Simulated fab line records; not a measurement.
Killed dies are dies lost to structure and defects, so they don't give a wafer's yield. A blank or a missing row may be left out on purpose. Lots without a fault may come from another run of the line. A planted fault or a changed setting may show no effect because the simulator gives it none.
Which tool was responsible? -- flow n5 finfet -- 9 lots with 25 wafers sampled at 7 steps, on a route of 1938 steps

== WHAT EACH GAUGE READ, for each wafer ==
N5_BEOL_M12_OCD_MEAS_35. Usual: trench depth nm reads 319 nm (standard deviation 5.3).
lot,measured,on,trench depth nm (nm),flag
L303,day 11 17:05,ocd-01,319 327 327,
L304,day 12 16:13,ocd-02,326 327 325,
L310,day 13 13:29,ocd-02,314 238,OFF
L309,day 13 18:05,ocd-01,242 312,OFF
L318,day 16 20:03,ocd-01,314 325 317,
L321,day 17 00:02,ocd-02,324 314 317,
L320,day 17 09:11,ocd-02,318 329 324,
L324,day 18 06:09,ocd-02,325 310 323,
L322,day 18 06:55,ocd-01,316 316 317,

N5_BEOL_M12_THK_MEAS_50: measures by xrf. Usual: for M12_THK the level is 317 nm and the standard deviation is 5.2.
lot,measured,on,M12_THK (nm),flag
L303,day 12 03:32,film metro-02,318 326 327,
L304,day 12 18:08,film metro-02,323 324 320,
L310,day 13 14:56,film metro-01,315 238,OFF
L309,day 13 21:01,film metro-02,241 311,OFF
L318,day 16 23:04,film metro-02,308 320 312,
L321,day 17 02:57,film metro-01,327 315 317,
L320,day 17 14:53,film metro-01,316 326 323,
L324,day 18 07:50,film metro-01,327 311 325,
L322,day 18 08:26,film metro-01,318 314 316,

N5_BEOL_M12_RS_MEAS_54: a four-point-probe measurement. Usual: for M12_RS the level is 0.0600 ohm/sq and the standard deviation is 0.0011.
lot,measured,on,M12_RS (ohm/sq),flag
L303,day 12 03:40,film metro-01,0.0599 0.0581 0.0584,
L304,day 12 18:16,film metro-02,0.0586 0.0586 0.0590,
L310,day 13 15:04,film metro-01,0.0608 0.0819,OFF
L309,day 13 21:08,film metro-01,0.0800 0.0611,OFF
L318,day 16 23:11,film metro-01,0.0610 0.0589 0.0603,
L321,day 17 03:04,film metro-02,0.0588 0.0605 0.0604,
L320,day 17 15:01,film metro-02,0.0605 0.0585 0.0591,
L324,day 18 07:58,film metro-01,0.0592 0.0621 0.0595,
L322,day 18 08:34,film metro-01,0.0604 0.0607 0.0605,

N5_BEOL_M12_INSPECT_55: inspects for defects (darkfield). Usual: raw defect count reads 62 (standard deviation 21).
lot,measured,on,raw defect count,flag
L303,day 12 03:41,defect inspect-01,45 32 35,
L304,day 12 18:17,defect inspect-01,36 32 42,
L310,day 13 15:05,defect inspect-01,105 61,
L309,day 13 21:10,defect inspect-01,37 76,
L318,day 16 23:13,defect inspect-01,56 62 35,
L321,day 17 03:06,defect inspect-02,74 71 69,
L320,day 17 15:02,defect inspect-02,41 51 65,
L324,day 18 07:59,defect inspect-01,54 83 59,
L322,day 18 08:35,defect inspect-02,45 52 67,

== TOOL THAT RAN EACH LOT (tool first, then ch and the chambers of the sampled wafers, then the start) ==
lot,N5_BEOL_M12_ETCH_59,N5_BEOL_M12_ETCH_68,N5_BEOL_M12_TRENCH_ETCH_34
L303,"rie diel-06 ch 1,2, day 11 15:34","rie diel-06 ch 0,1, day 11 16:44","rie diel-06 ch 0,1, day 11 16:56"
L304,"rie diel-06 ch 0,2, day 12 14:31","rie diel-04 ch 0,1,3, day 12 15:53","rie diel-04 ch 0,1,3, day 12 16:04"
L310,"rie diel-06 ch 2,3, day 13 11:05","rie diel-06 ch 1,2, day 13 13:13","rie diel-06 ch 1,2, day 13 13:23"
L309,"rie diel-06 ch 1,3, day 13 15:41","rie diel-06 ch 0,2, day 13 17:45","rie diel-06 ch 0,2, day 13 17:56"
L318,"rie diel-06 ch 0,1,2, day 16 18:39","rie diel-06 ch 0,1,2, day 16 19:43","rie diel-06 ch 0,1,2, day 16 19:53"
L321,"rie diel-04 ch 0,2,3, day 16 22:31","rie diel-06 ch 0,1,3, day 16 23:42","rie diel-06 ch 0,1,3, day 16 23:53"
L320,"rie diel-05 ch 1,2, day 17 07:47","rie diel-04 ch 0,2,3, day 17 08:50","rie diel-04 ch 0,2,3, day 17 09:01"
L324,"rie diel-04 ch 0,3, day 18 04:45","rie diel-06 ch 0,1, day 18 05:49","rie diel-06 ch 0,1, day 18 05:59"
L322,"rie diel-06 ch 0,1,3, day 18 05:09","rie diel-06 ch 1,2,3, day 18 06:35","rie diel-06 ch 1,2,3, day 18 06:46"
- N5_BEOL_M12_ETCH_59: etches BARC in N2/H2, target depth 89 nm, overetch 26.7 nm, time 67.9 s.
- N5_BEOL_M12_ETCH_68: etches SOC in N2/H2, time 285 s.
- N5_BEOL_M12_TRENCH_ETCH_34: etches SiOC in C4F8/O2/Ar, target depth 318.95 nm, time 125.5 s.

== AS READ BY THE TOOLS THEMSELVES (means over the sampled wafers that have a number; for cases with no such wafer, the mark the record gives instead) ==
N5_BEOL_M12_ETCH_59. Usual: drypump motor current A 5.71 A, standard deviation 0.26; oes product au 0.71 a.u., standard deviation 0.048; rf vpp V 524.8 V, standard deviation 2.4; showerhead plenum p Torr 2.58 Torr, standard deviation 0.083; throttle valve pct 17.75 %, standard deviation 0.25.
lot,tool,drypump motor current A (A),oes product au (a.u.),rf vpp V (V),showerhead plenum p Torr (Torr),throttle valve pct (%),flag
L303,rie diel-06,5.65,0.70,524.1,2.54,17.69,
L304,rie diel-06,5.64,0.70,528.0,2.69,17.79,
L310,rie diel-06,5.51,0.73,526.7,2.63,17.42,
L309,rie diel-06,5.45,0.73,523.0,2.52,17.63,
L318,rie diel-06,5.65,0.66,524.2,2.60,17.81,
L321,rie diel-04,5.64,0.73,526.4,2.63,17.85,
L320,rie diel-05,5.93,0.68,524.6,2.56,17.67,
L324,rie diel-04,5.63,0.71,523.2,2.55,17.73,
L322,rie diel-06,5.50,0.67,524.3,2.56,17.83,

N5_BEOL_M12_ETCH_68. Usual: drypump motor current A 5.69 A, standard deviation 0.26; oes product au 0.82 a.u., standard deviation 0.058; rf vpp V 524.8 V, standard deviation 2.5; showerhead plenum p Torr 2.58 Torr, standard deviation 0.085; throttle valve pct 17.63 %, standard deviation 0.25.
lot,tool,drypump motor current A (A),oes product au (a.u.),rf vpp V (V),showerhead plenum p Torr (Torr),throttle valve pct (%),flag
L303,rie diel-06,5.59,0.83,525.2,2.62,17.81,
L304,rie diel-04,5.83,0.89,525.6,2.59,17.63,
L310,rie diel-06,5.67,0.80,524.0,2.56,17.55,
L309,rie diel-06,5.66,0.81,527.4,2.68,17.62,
L318,rie diel-06,5.65,0.78,524.7,2.60,17.70,
L321,rie diel-06,5.50,0.80,523.9,2.57,17.70,
L320,rie diel-04,5.65,0.87,526.4,2.63,17.74,
L324,rie diel-06,5.61,0.76,525.2,2.59,17.90,
L322,rie diel-06,5.55,0.78,523.9,2.55,17.53,

N5_BEOL_M12_TRENCH_ETCH_34. Usual: drypump motor current A 5.69 A, standard deviation 0.26; oes product au 0.82 a.u., standard deviation 0.057; rf vpp V 667 V, standard deviation 3; showerhead plenum p Torr 3.47 Torr, standard deviation 0.1; throttle valve pct 24.08 %, standard deviation 0.21.
lot,tool,drypump motor current A (A),oes product au (a.u.),rf vpp V (V),showerhead plenum p Torr (Torr),throttle valve pct (%),flag
L303,rie diel-06,5.58,0.82,668,3.50,24.18,
L304,rie diel-04,5.84,0.88,667,3.48,24.08,
L310,rie diel-06,5.68,0.74,666,3.47,24.03,
L309,rie diel-06,5.68,0.74,670,3.59,24.10,
L318,rie diel-06,5.65,0.78,667,3.49,24.15,
L321,rie diel-06,5.47,0.80,666,3.45,24.08,
L320,rie diel-04,5.63,0.87,669,3.52,24.20,
L324,rie diel-06,5.61,0.76,668,3.47,24.25,
L322,rie diel-06,5.57,0.79,665,3.45,24.01,

== THE ANSWER, worked out from the rows above alone ==
Rule: a lot counts as off when the mean over its wafers that have a number is more than 3 standard deviations away from the usual mean. A lot without any number at a reading at which 4 lots or more have one is off too. Any other lot the step has rows for is counted as sound. The gauges are gone through in route order, then the tools' own readings, and for those a lot's mean is taken as printed above. At the first step where some lot is off, the reading lying furthest off is the one used; lots without a number count as furthest.
Off: L310, L309 (N5_BEOL_M12_OCD_MEAS_35, trench depth nm).
If a tool, at a process step before that reading, ran all the lots that are off and no sound lot after the first of them, it fits. The gauges at N5_BEOL_M12_OCD_MEAS_35 aren't tried: what is off there is off at N5_BEOL_M12_THK_MEAS_50 too, on other tools, and a gauge's error can't cause that. None of those tried fits.

== WHAT THE SIMULATOR HAD PUT IN ==
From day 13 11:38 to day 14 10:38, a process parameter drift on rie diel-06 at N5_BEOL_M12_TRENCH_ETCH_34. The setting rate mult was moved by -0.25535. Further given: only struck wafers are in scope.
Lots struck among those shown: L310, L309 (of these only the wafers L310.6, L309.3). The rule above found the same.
